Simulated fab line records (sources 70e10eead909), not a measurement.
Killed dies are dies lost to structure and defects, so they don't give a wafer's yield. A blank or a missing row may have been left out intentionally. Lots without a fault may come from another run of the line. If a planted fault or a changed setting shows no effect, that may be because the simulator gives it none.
Problem report in the 8D (eight disciplines) form, filled by code	flow nand_harc	the parts of the form that need people (team, actions taken, sign-off) are left out

== 1. THE PROBLEM ==
Mean of killed_at_array at NHARC_END_SORT_01: 384 across 4 wafers in 3 lots; on wafers with no fault it is 51 (standard deviation 17). Relative to the usual mean, that is a shift of +20 standard deviations.
Earliest sighting: wafer L979.5 on prober-01 at day 30 13:12. Wafers with a number at this step in the record: 8, from 3 lots. By rule, "out" or "out of limits" means more than 4 standard deviations away from the usual mean. All remaining wafers that have a number are taken as sound.

== 2. WHAT IT IS, WHAT IT ISN'T ==
question	is	is not
which readings at this step	killed_at_array, killed_dies	killed_at_other, killed_at_periphery, killed_open, killed_short
which lots	L979, L980, L981	-
which wafers of those lots	L979.5, L979.6, L980.6, L981.5	L979.4, L980.4, L981.2, L981.4
read on which gauges	prober-01, prober-02	-
when	from day 30 13:12	up to then (1 sound wafer); but 3 sound wafers of L980, L981 came after

== 3. SUSPECTS, AND WHAT RULES EACH OUT ==
Counting: any tool at a process step up to the reading remains a suspect provided it ran every lot that is out. Sound lots after the first of them don't rule it out here, since some wafers of a struck lot are sound.
- the gauge at NHARC_END_SORT_01 has been ruled out. 2 gauges (prober-01, prober-02) read the wafers that are out.
- pecvd-02 at NHARC_A_CONTACT_DEP_29 (deposits SiON, target thk 100 nm): kept. It ran every lot that is out, first L979 (day 27 12:08).
After counting, what remains is pecvd-02 at NHARC_A_CONTACT_DEP_29.

== 4. THE CAUSE (what the simulator had put in) ==
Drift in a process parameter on pecvd-02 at NHARC_A_CONTACT_DEP_29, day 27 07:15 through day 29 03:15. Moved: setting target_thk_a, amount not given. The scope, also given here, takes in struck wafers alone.
Counting left only this tool.

== 5. SEQUENCE OF EFFECTS, ordered by route ==
Each row: a reading whose mean over the struck wafers that have a number lies more than 3 standard deviations from the usual. Scope: only readings with a usual standard deviation given in the record; hours: median across lots of the time from each lot's start at the first step in this table that gives one to its start at this step; sigmas: change in usual standard deviations.
hours	step	reading	usual	on struck wafers	change	sigmas
0	NHARC_END_SORT_01	killed_at_array	51	384	+333	+20
0	NHARC_END_SORT_01	killed_dies	57	388	+331	+18

== 6. HOW IT WOULD HAVE BEEN CAUGHT EARLIER ==
In this record the first reading out of limits at a measuring or inspecting step was taken at day 30 13:12, 78 hours after the fault began at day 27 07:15.
Of the tool readings at NHARC_A_CONTACT_DEP_29 for which the record gives a usual standard deviation, none was out on any struck wafer, so an alarm limit of 4 standard deviations on them would not have fired.
The start of NHARC_A_CONTACT_DEP_29 on pecvd-02 came by day 30 13:12 for every one of the lots that are out (3). Holding the tool at that point would not have protected any of them.
